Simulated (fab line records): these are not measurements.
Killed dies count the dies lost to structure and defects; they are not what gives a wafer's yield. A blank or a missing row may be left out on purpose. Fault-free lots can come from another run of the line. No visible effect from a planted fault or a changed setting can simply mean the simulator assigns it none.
Matching of chambers	flow nand-harc	4 sister chambers for NHARC_A_WL_FILL_ALD_19 on ald-metal-03
The step deposits TiN, target thk 2 nm, pulse time 3 s, ald cycles 100. 8 wafers are shown with their chamber, then 9 later ones without.

WAFERS WITH THEIR CHAMBER
wafer	chamber	heater-power-w (W)	precursor-pulse-height-rel
L081.1	0	1034	1.002
L081.2	1	1056	0.981
L083.2	0	1032	0.969
L083.4	1	1046	1.000
L084.4	3	1037	1.040
L085.1	3	1015	1.016
L085.3	2	1118	1.011
L085.6	2	1150	1.007

WAFERS WHOSE CHAMBER IS MISSING
wafer	heater-power-w (W)	precursor-pulse-height-rel
L090.3	1021	1.002
L090.5	1149	0.968
L090.6	1105	1.000
L092.1	1044	0.970
L092.2	1049	0.994
L092.6	1138	0.974
L097.1	1034	1.029
L097.3	1078	1.037
L097.4	1047	0.976

WHICH CHAMBER EACH WENT THROUGH
wafer	from the rows above	in truth
L090.3	can't be placed: 0 or 3 or 1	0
L090.5	2	2
L090.6	can't be placed: 2 or 1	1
L092.1	can't be placed: 0 or 1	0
L092.2	can't be placed: 1 or 0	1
L092.6	2	2
L097.1	3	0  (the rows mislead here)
L097.3	can't be placed: 1 or 3 or 2 or 0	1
L097.4	can't be placed: 1 or 0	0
Correct placement for 2 of the 9. From these rows, 6 cannot be placed; in 6 the true chamber is one of the candidates. Number placed wrongly: 1.
How it was worked out, from the rows above alone: a wafer's distance from a chamber is the root of the sum, over the readings, of the square of ((its reading less the chamber's mean) divided by the reading's scatter). If the next closest chamber is less than 2 further off than the closest, the wafer can't be placed; otherwise it belongs to the closest. For every chamber, the mean is computed from those of its wafers that are shown. The scatter is the square root of a quotient: the sum, over the shown wafers, of each reading's squared deviation from its chamber's mean, divided by wafers minus chambers.
